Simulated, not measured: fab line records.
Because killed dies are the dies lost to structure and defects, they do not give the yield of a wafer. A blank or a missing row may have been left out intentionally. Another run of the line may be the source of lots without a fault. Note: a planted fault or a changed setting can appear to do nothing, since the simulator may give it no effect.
The tool behind it: which one?    flow n5_finfet    27 wafers from 9 lots sampled at 5 of the route's 1938 steps

WHAT EACH GAUGE READ, for each wafer
N5_WELL_APT_CD_MEAS_08: the cd target is 200 nm.
lot   measured     on         cd_nm (nm)
L290  day 2 01:52  cd_sem-03  202.2 200.3 201.4
L292  day 2 13:51  cd_sem-01  200.9 197.6 199.8
L293  day 2 19:53  cd_sem-02  203.6 204.0 201.7
L294  day 3 01:35  cd_sem-02  201.3 199.2 202.0
L300  day 4 13:52  cd_sem-01  201.2 202.8 200.6
L303  day 5 07:49  cd_sem-03  199.8 199.6 199.9
L306  day 6 01:42  cd_sem-02  201.5 200.5 200.3
L308  day 6 13:50  cd_sem-03  200.4 202.9 199.3
L310  day 7 02:05  cd_sem-01  198.6 197.9 200.5

N5_BEOL_M4_RC_MEAS_101.
lot   measured      on         CJ_N            CJ_P            DIBL_N (mV/V)   DIBL_P (mV/V)   IOFF_N (nA/um)  IOFF_N_LONG (nA/um)         IOFF_P (nA/um)  IOFF_P_85C (nA/um)  IOFF_P_LIN (nA/um)  IOFF_P_LONG (nA/um)        ION_N (uA/um)  ION_P (uA/um)  RS_NWELL (ohm/sq)  RS_PWELL (ohm/sq)  SS_N (mV/dec)   SS_P (mV/dec)   VT_N (mV)    VT_N_LONG (mV)     VT_N_LVT (mV)  VT_P (mV)
L290  day 8 10:26   prober-01  4.43 4.46 4.32  5.66 5.79 6.11  38.3 40.0 36.8  38.3 40.5 37.0  0.19 0.24 0.18  5.76e-05 5.9e-05 5.89e-05   0.26 0.31 0.24  4.3 5.0 4.1         0.115 0.131 0.110   0.000109 0.000111 0.00012  684 685 685    460 469 466    1041 1034 1045     3027 3021 3027     71.3 72.7 71.6  74.0 74.1 73.1  246 244 247  272.7 273.9 273.1  92 90 92       -247 -242 -246
L292  day 9 00:46   prober-02  4.43 4.39 4.43  5.67 5.71 6.04  37.4 35.3 36.7  37.4 34.8 36.8  0.19 0.14 0.18  5.34e-05 5.31e-05 5.27e-05  0.21 0.17 0.20  3.7 3.1 3.5         0.099 0.084 0.094   9.2e-05 9.2e-05 9.8e-05    688 669 664    468 454 457    1040 1039 1036     3044 3008 3053     71.5 71.3 72.4  73.3 73.3 73.7  247 253 249  275.9 274.3 276.0  93 100 96      -251 -255 -252
L293  day 9 02:31   prober-02  4.22 4.31 4.25  5.71 6.08 6.10  37.4 34.8 35.5  38.4 34.5 35.5  0.18 0.13 0.15  5.8e-05 5.86e-05 5.78e-05   0.23 0.16 0.18  4.0 3.1 3.3         0.106 0.086 0.092   9.9e-05 0.000106 0.000107  679 674 671    467 461 458    1033 1044 1031     2985 3002 2998     71.6 70.8 70.8  74.6 73.0 73.6  249 251 251  274.4 273.7 272.8  91 95 94       -246 -251 -253
L294  day 9 08:15   prober-02  4.32 4.41 4.45  5.83 5.58 5.77  35.1 34.4 36.1  35.8 34.5 37.2  0.15 0.14 0.18  5.88e-05 5.84e-05 5.87e-05  0.20 0.19 0.23  3.6 3.3 4.0         0.100 0.092 0.109   0.000103 0.0001 0.000103   688 674 681    470 460 468    1054 1037 1045     3031 3019 3044     71.5 71.0 71.5  73.1 72.3 73.6  249 246 246  272.2 273.3 275.8  96 97 94       -250 -252 -248
L300  day 11 02:02  prober-02  5.16 5.16 5.17  1.30 1.29 1.29  33.6 35.0 35.0  39.2 52.5 48.3  0.08 0.09 0.09  4.31e-05 4.32e-05 4.34e-05  0.31 1.36 0.85  5.1 17.5 11.8       0.108 0.190 0.159   7.9e-05 7.9e-05 7.9e-05    596 603 599    467 479 475    1096 1112 1101     3345 3368 3351     70.5 71.2 71.5  75.8 88.9 83.8  262 266 265  292.4 293.3 290.6  111 110 110    -249 -246 -249
L303  day 11 09:05  prober-01  5.14 5.20 5.15  1.30 1.31 1.31  34.8 33.4 32.7  47.0 40.1 53.0  0.11 0.09 0.08  4.17e-05 4.14e-05 4.23e-05  0.58 0.28 1.20  8.4 4.5 15.5        0.134 0.097 0.162   6.9e-05 6.8e-05 6.7e-05    611 599 584    468 455 457    1110 1117 1107     3333 3359 3382     71.1 71.1 70.7  79.5 75.8 88.2  262 263 263  294.7 297.1 294.7  106 108 110    -253 -255 -253
L306  day 12 03:40  prober-01  4.37 4.18 4.26  5.67 5.51 5.29  34.6 36.3 36.0  34.0 37.4 36.6  0.14 0.16 0.15  5.56e-05 5.46e-05 5.48e-05  0.15 0.19 0.17  2.8 3.4 3.1         0.080 0.093 0.086   9.6e-05 9.1e-05 9.1e-05    679 667 680    461 451 455    1034 1048 1041     3032 3035 3017     70.6 71.6 72.1  73.0 73.7 73.5  249 250 250  275.0 273.5 273.3  97 96 97       -256 -254 -256
L308  day 12 22:44  prober-02  4.14 4.39 4.22  5.69 5.81 5.67  36.8 36.7 37.9  36.1 35.8 37.3  0.13 0.15 0.15  5.25e-05 5.45e-05 5.25e-05  0.19 0.18 0.20  3.3 3.2 3.5         0.087 0.085 0.093   9.1e-05 9.2e-05 9e-05      656 683 671    448 457 461    1041 1045 1048     3006 2962 2991     71.4 71.7 71.1  72.4 72.7 73.7  253 252 250  277.1 274.8 276.0  101 98 97      -255 -256 -252
L310  day 13 07:38  prober-01  4.16 4.27 4.26  5.82 5.57 5.68  38.3 37.1 36.5  39.7 37.1 36.0  0.20 0.18 0.17  5.6e-05 5.7e-05 5.82e-05    0.26 0.22 0.21  4.4 3.8 3.7         0.115 0.102 0.099   0.0001 9.6e-05 0.000101    692 682 682    470 466 466    1043 1036 1048     3003 2986 2982     71.9 71.8 71.2  74.3 74.0 73.5  247 248 248  273.8 270.9 274.6  95 97 96       -247 -251 -250

WHICH TOOL RAN EACH LOT (tool, then ch and the chambers of the sampled wafers, then the start)
lot   N5_WELL_APT_DESCUM_30              N5_WELL_APT_EPI_41              N5_PMOS_HMC_CHANNEL_EPI_ETCH_38
L290  rie_diel-04 ch 0,1,3, day 2 03:04  epi_rpcvd-01 ch 0, day 2 04:26  rie_si-04 ch 1,2,3, day 2 05:59
L292  rie_diel-04 ch 0,2,3, day 2 15:12  epi_rpcvd-03 ch 0, day 2 16:12  rie_si-04 ch 0,1,3, day 2 17:43
L293  rie_diel-06 ch 0,3, day 2 21:07    epi_rpcvd-01 ch 0, day 2 22:20  rie_si-02 ch 0,1,2, day 2 23:47
L294  rie_diel-05 ch 0,2, day 3 03:31    epi_rpcvd-03 ch 0, day 3 04:37  rie_si-02 ch 0,3, day 3 06:00
L300  rie_diel-04 ch 0,3, day 4 15:17    epi_rpcvd-03 ch 0, day 4 16:26  rie_si-05 ch 0,2,3, day 4 18:16
L303  rie_diel-06 ch 0,1,3, day 5 09:13  epi_rpcvd-03 ch 0, day 5 10:20  rie_si-04 ch 0,1,2, day 5 12:26
L306  rie_diel-04 ch 0,1,3, day 6 03:17  epi_rpcvd-01 ch 0, day 6 04:17  rie_si-02 ch 0,1, day 6 05:57
L308  rie_diel-04 ch 0,2, day 6 15:35    epi_rpcvd-04 ch 0, day 6 16:47  rie_si-05 ch 1,2,3, day 6 18:53
L310  rie_diel-04 ch 1,2, day 7 03:25    epi_rpcvd-04 ch 0, day 7 04:52  rie_si-05 ch 0,1, day 7 06:10
- N5_WELL_APT_DESCUM_30: chemistry O2, time 7.9 s.
- N5_WELL_APT_EPI_41: deposits Si from SiH4/H2, target thk 50 nm, time 297.7 s.
- N5_PMOS_HMC_CHANNEL_EPI_ETCH_38: etches SiO2 in CF4, target depth 1.5 nm.

WHAT THE TOOLS THEMSELVES READ (means of the sampled wafers that have a number; where no wafer has one, the mark that the record gives instead)
N5_WELL_APT_DESCUM_30.
lot   tool         drypump_motor_current_A (A)  oes_product_au (a.u.)  rf_vpp_V (V)  showerhead_plenum_p_Torr (Torr)  throttle_valve_pct (%)
L290  rie_diel-04  5.5                          0.78                   242.8         2.09                             20.30
L292  rie_diel-04  5.7                          0.82                   243.6         2.11                             20.46
L293  rie_diel-06  4.8                          0.76                   242.0         2.01                             20.41
L294  rie_diel-05  5.7                          0.88                   244.7         2.22                             20.44
L300  rie_diel-04  5.3                          0.76                   244.6         2.12                             20.44
L303  rie_diel-06  5.1                          0.73                   241.3         2.03                             20.59
L306  rie_diel-04  5.6                          0.75                   242.7         2.08                             20.34
L308  rie_diel-04  6.1                          0.82                   242.6         2.08                             20.55
L310  rie_diel-04  6.1                          0.84                   242.3         2.03                             20.53

N5_WELL_APT_EPI_41.
lot   tool          run_length_s (s)  throttle_valve_pct (%)
L290  epi_rpcvd-01  356               11.1
L292  epi_rpcvd-03  355               11.4
L293  epi_rpcvd-01  355               11.1
L294  epi_rpcvd-03  355               11.4
L300  epi_rpcvd-03  183               11.4
L303  epi_rpcvd-03  175               11.4
L306  epi_rpcvd-01  356               11.3
L308  epi_rpcvd-04  361               11.0
L310  epi_rpcvd-04  354               10.8

N5_PMOS_HMC_CHANNEL_EPI_ETCH_38.
lot   tool       drypump_motor_current_A (A)  oes_product_au (a.u.)  throttle_valve_pct (%)
L290  rie_si-04  5.7                          0.992                  21.51
L292  rie_si-04  6.0                          1.013                  21.74
L293  rie_si-02  5.4                          0.996                  22.02
L294  rie_si-02  5.8                          1.013                  21.86
L300  rie_si-05  5.0                          1.007                  21.83
L303  rie_si-04  5.8                          0.995                  21.65
L306  rie_si-02  5.4                          1.010                  22.07
L308  rie_si-05  5.2                          0.998                  21.82
L310  rie_si-05  5.1                          0.996                  21.82

THE ANSWER, worked out from the rows above alone
Rule: the usual values come from the lots themselves. Put in order of their means at a reading, lots are off if they are a third of the lots or fewer, leave a main group of 4 or more, and stand apart from it by a gap of 3 or more times the standard deviation of the main group's means; of several such gaps the widest counts. The tables above print the reading to a certain number of digits; a main group whose means all agree to those digits is not used. A lot without any number at a reading at which 4 lots or more have one is off too. Where the step has rows for the other lots, those lots are counted as sound. First the gauges in route order, then the tools' own readings, where a lot's mean is used as printed above. At the first step where some lot is off, the reading lying furthest off is the one used; lots without a number count as furthest.
Off: L300, L303, at N5_BEOL_M4_RC_MEAS_101 (CJ_P). The main group: mean 5.75, standard deviation 0.14.
A tool fits if, at a process step before that reading, it ran every lot that is off, and no sound lot after the first of them. The gauges at N5_BEOL_M4_RC_MEAS_101 aren't tried: what is off there is off at N5_WELL_APT_EPI_41 too, on other tools, and a gauge's error can't cause that. One fits: epi_rpcvd-03 at N5_WELL_APT_EPI_41. A fault onset in the window from L294 (day 3 04:37, its last sound lot) to L300 (day 4 16:26, its first lot off) fits.
The tool's own readings at N5_WELL_APT_EPI_41 bear it out: on the lots that are off they differ by more than 5 times the standard deviation of the sound lots' means. run_length_s reads 179 s there against 356 s on the sound lots.

WHAT THE SIMULATOR HAD PUT IN
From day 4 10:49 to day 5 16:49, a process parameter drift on epi_rpcvd-03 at N5_WELL_APT_EPI_41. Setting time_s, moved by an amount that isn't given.
Lots struck among those shown: L300, L303. Same finding as the rule above.
